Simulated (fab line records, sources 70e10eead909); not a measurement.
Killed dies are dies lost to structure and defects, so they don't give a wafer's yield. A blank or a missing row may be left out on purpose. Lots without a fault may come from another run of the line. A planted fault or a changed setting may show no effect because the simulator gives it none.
fab line records | flow nand_harc
record lots=6 wafers=18 last_day=26
route steps=1302 shown A_SOURCE_PLATE@416 A_ONON_D1@424
lots that met no fault: from a run of the same line without faults
start_h: hours from the record's first day to the start of the lot's first wafer shown | wait_h: hours since the lot's step before | " the same as in the row above | L1.1+2: a row that stands for several wafers | - no value, or no start given | * or withheld: withheld | < > ~ a bound
route shown NAME@n: a module of which the file shows steps, and the number in the route of the first | usual: mean/standard deviation of fault-free wafers | same: alike in all rows | chamber/n: place in a boat | sites: the reading at each site | _std_site: their standard deviation | _edge_site: outer sites' mean less inner sites' | radius_mm: how far each site lies from the wafer's centre | mask NAME#n: copy n | behind: the tool/chamber that last shaped the wafer | hold: why the lot was held/for how many hours/how that ended | device: the transistor (n, p or np) that didn't switch | end of line: the same wafers' tests at the end of the route | a step without rows: its recipe alone | killed: dies lost to structure and defects at the first sort, not the wafer's yield | map: a wafer's dies, x killed, . not, _ none there
set.NAME: the setting as run; set.NAME@STEP: as run at that earlier step | model.NAME: the simulator's own value behind a step, which no gauge read
lots at some steps of the route; a table a step, a row a wafer
services: from which hour (start_h, from the record's first day; less than 0 if before it) a tool's chamber was out of use, for how many hours, and why
## steps
# step NHARC_A_SOURCE_PLATE_THK_MEAS_09
# recipe thk_meas_gauge=ellipsometry
# usual thk_nm=9.8/1.2
# columns lot.wafer tool chamber start_h wait_h thk_nm
L379.1 film_metro-02 - 146.01 0.4 11.0
L379.2 " - " " 7.4
L379.4 " - " " 10.2
L381.2 film_metro-02 - 170.71 0.4 9.2
L381.4 " - " " 8.7
L381.5 " - " " 8.9
L382.2 film_metro-02 - 183.80 0.4 8.5
L382.3 " - " " 8.3
L382.4 " - " " 11.5
L385.1 film_metro-01 - 209.69 0.4 9.4
L385.2 " - " " 8.1
L385.3 " - " " 6.6
L397.1 film_metro-02 - 324.91 0.4 9.9
L397.4 " - " " 8.5
L397.6 " - " " 9.7
L398.2 film_metro-01 - 334.38 0.4 9.2
L398.3 " - " " 9.4
L398.6 " - " " 8.6
# step NHARC_A_SOURCE_PLATE_PVD_04
# recipe target_thk_a=500 material=WSi2
# step NHARC_A_SOURCE_PLATE_CVD_03
# recipe target_thk_a=2000 temp_c=620 pressure_mtorr=200 time_s=4000 material=poly-Si
# step NHARC_A_SOURCE_PLATE_ANNEAL_05
# recipe temp_c=850 time_s=1800
# step NHARC_A_SOURCE_PLATE_THK_MEAS_06
# recipe thk_meas_gauge=ellipsometry
# usual thk_nm=199.4/2.1
# columns lot.wafer tool chamber start_h wait_h thk_nm
L379.1 film_metro-01 - 158.71 0.4 199.3
L379.2 " - " " 199.8
L379.4 " - " " 198.5
L381.2 film_metro-02 - 187.29 0.4 200.6
L381.4 " - " " 200.2
L381.5 " - " " 198.4
L382.2 film_metro-01 - 196.69 0.4 200.8
L382.3 " - " " 197.5
L382.4 " - " " 200.1
L385.1 film_metro-02 - 222.51 0.4 199.6
L385.2 " - " " 201.2
L385.3 " - " " 199.8
L397.1 film_metro-01 - 337.40 0.4 201.1
L397.4 " - " " 198.2
L397.6 " - " " 200.4
L398.2 film_metro-01 - 347.33 0.4 199.7
L398.3 " - " " 200.4
L398.6 " - " " 199.6
# step NHARC_A_SOURCE_PLATE_INSPECT_08
# usual raw_defect_count=56/26
# columns lot.wafer tool chamber start_h wait_h raw_defect_count
L379.1 defect_inspect-01 - 158.80 0.0 60
L379.2 " - " " 93
L379.4 " - " " 101
L381.2 defect_inspect-02 - 187.38 0.0 35
L381.4 " - " " 38
L381.5 " - " " 50
L382.2 defect_inspect-01 - 196.76 0.0 57
L382.3 " - " " 64
L382.4 " - " " 58
L385.1 defect_inspect-01 - 222.61 0.0 69
L385.2 " - " " 56
L385.3 " - " " 49
L397.1 defect_inspect-01 - 337.50 0.0 51
L397.4 " - " " 57
L397.6 " - " " 49
L398.2 defect_inspect-02 - 347.40 0.0 69
L398.3 " - " " 47
L398.6 " - " " 69
# step NHARC_A_ONON_D1_DEP_00
# recipe target_thk_a=10000 n2_flow_sccm=2750 n2o_flow_sccm=2000 nh3_flow_sccm=500 sih4_flow_sccm=210 temp_c=400
# step NHARC_A_ONON_D1_THK_MEAS_02
# recipe thk_meas_gauge=ellipsometry
# usual thk_nm=1001/8.2
# columns lot.wafer tool chamber start_h wait_h thk_nm
L379.1 film_metro-01 - 159.38 - 1017
L379.2 " - " " 1016
L379.4 " - " " 1013
L381.2 film_metro-02 - 187.95 - 998
L381.4 " - " " 999
L381.5 " - " " 999
L382.2 film_metro-02 - 197.53 - 1005
L382.3 " - " " 1006
L382.4 " - " " 1006
L385.1 film_metro-01 - 223.19 - 1011
L385.2 " - " " 1011
L385.3 " - " " 1011
L397.1 film_metro-02 - 338.08 - 1006
L397.4 " - " " 1005
L397.6 " - " " 1004
L398.2 film_metro-01 - 347.98 - 1004
L398.3 " - " " 1003
L398.6 " - " " 1002
# step NHARC_A_ONON_D1_DEP_03
# recipe target_thk_a=10000 n2_flow_sccm=2750 n2o_flow_sccm=2000 nh3_flow_sccm=500 sih4_flow_sccm=210 temp_c=400
# step NHARC_A_ONON_D1_THK_MEAS_05
# recipe thk_meas_gauge=ellipsometry
# usual thk_nm=1002/12
# columns lot.wafer tool chamber start_h wait_h thk_nm
L379.1 film_metro-01 - 159.95 - 1005
L379.2 " - " " 1004
L379.4 " - " " 1006
L381.2 film_metro-01 - 188.52 - 1016
L381.4 " - " " 1016
L381.5 " - " " 1016
L382.2 film_metro-01 - 198.22 - 1010
L382.3 " - " " 1010
L382.4 " - " " 1010
L385.1 film_metro-02 - 223.76 - 1008
L385.2 " - " " 1008
L385.3 " - " " 1008
L397.1 film_metro-02 - 338.64 - 1005
L397.4 " - " " 1003
L397.6 " - " " 1007
L398.2 film_metro-02 - 348.55 - 999
L398.3 " - " " 998
L398.6 " - " " 997
# step NHARC_A_ONON_D1_DEP_06
# recipe target_thk_a=10000 n2_flow_sccm=2750 n2o_flow_sccm=2000 nh3_flow_sccm=500 sih4_flow_sccm=210 temp_c=400
# usual sih4_flow_sccm=210.0/0.65
# columns lot.wafer tool chamber start_h wait_h sih4_flow_sccm
L379.1 pecvd_onon-02 0 160.01 0.1 210.4
L379.2 " 0 " " 209.8
L379.4 " 0 " " 209.1
L381.2 pecvd_onon-04 0 188.63 0.1 209.3
L381.4 " 0 " " 209.5
L381.5 " 0 " " 209.2
L382.2 pecvd_onon-03 0 198.37 0.1 209.5
L382.3 " 0 " " 209.9
L382.4 " 0 " " 209.8
L385.1 pecvd_onon-02 0 223.81 0.1 210.6
L385.2 " 0 " " 210.2
L385.3 " 0 " " 209.8
L397.1 pecvd_onon-04 0 338.70 0.1 210.9
L397.4 " 0 " " 211.2
L397.6 " 0 " " 210.5
L398.2 pecvd_onon-04 0 348.67 0.1 210.0
L398.3 " 0 " " 209.9
L398.6 " 0 " " 209.7
# step NHARC_A_ONON_D1_THK_MEAS_08
# recipe thk_meas_gauge=ellipsometry
# usual thk_nm=1003/12
# columns lot.wafer tool chamber start_h wait_h hold thk_nm
L379.1 film_metro-01 - 160.52 - - 995
L379.2 " - " " - 997
L379.4 " - " " - 997
L381.2 film_metro-02 - 189.08 - - 1020
L381.4 " - " " - 1019
L381.5 " - " " - 1018
L382.2 film_metro-01 - 198.83 - - 1018
L382.3 " - " " - 1018
L382.4 " - " " - 1015
L385.1 film_metro-02 - 224.32 - - 978
L385.2 " - " " - 976
L385.3 " - " " - 979
L397.1 film_metro-01 - 339.21 - await_dispo/0.2h/release 885
L397.4 " - " " await_dispo/0.2h/release 883
L397.6 " - " " await_dispo/0.2h/release 884
L397.1 film_metro-01 - 339.38 0.2 - 881
L397.4 " - " " - 883
L397.6 " - " " - 884
L398.2 film_metro-01 - 349.12 - await_dispo/0.2h/release 875
L398.3 " - " " await_dispo/0.2h/release 875
L398.6 " - " " await_dispo/0.2h/release 874
L398.2 film_metro-01 - 349.29 0.2 - 873
L398.3 " - " " - 873
L398.6 " - " " - 875
## services
# columns tool chamber start_h hours kind
pecvd_onon-02 - 185.34 13.0 pm
pecvd_onon-03 - 227.00 13.0 pm
pecvd_onon-04 - 276.09 0.7 repair
pecvd_onon-04 - 311.24 13.0 pm
## key
first_sign step=NHARC_A_ONON_D1_THK_MEAS_08 reading=visit direction=added
effect step=NHARC_A_ONON_D1_THK_MEAS_08 reading=thk_nm direction=down sigmas=11 usual=1003 struck=879
met_at NHARC_A_ONON_D1_DEP_06
struck_wafers L397.1,L397.4,L397.6,L398.2,L398.3,L398.6
later_rows_left_out L397.1,L397.4,L397.6,L398.2,L398.3,L398.6
sort_left_out L397.1,L397.4,L397.6,L398.2,L398.3,L398.6
tester_left_out L397,L398
onset_between 188.63 338.70
also_fits time
fault kind=process_parameter_drift tool=pecvd_onon-04 chamber=- onset_h=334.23 steps=NHARC_A_ONON_D1_DEP_06 channel=target_thk_a offset=* shape=step end_h=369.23 acts_in=* stated=*
# tester_left_out: of these lots the tester's yield and bins aren't shown, on N5 and GAA mostly nor the transistor test; their killed dies are dies lost to structure and defects alone, not to doping, threshold or leakage, so they don't give the yield
# sort_left_out: the simulated sort isn't trusted on such a fault, so these wafers' sort isn't shown, and their yield isn't known
# later_rows_left_out: the simulator's readings of these wafers behind a module that went badly wrong aren't trusted and aren't shown, but for the sort
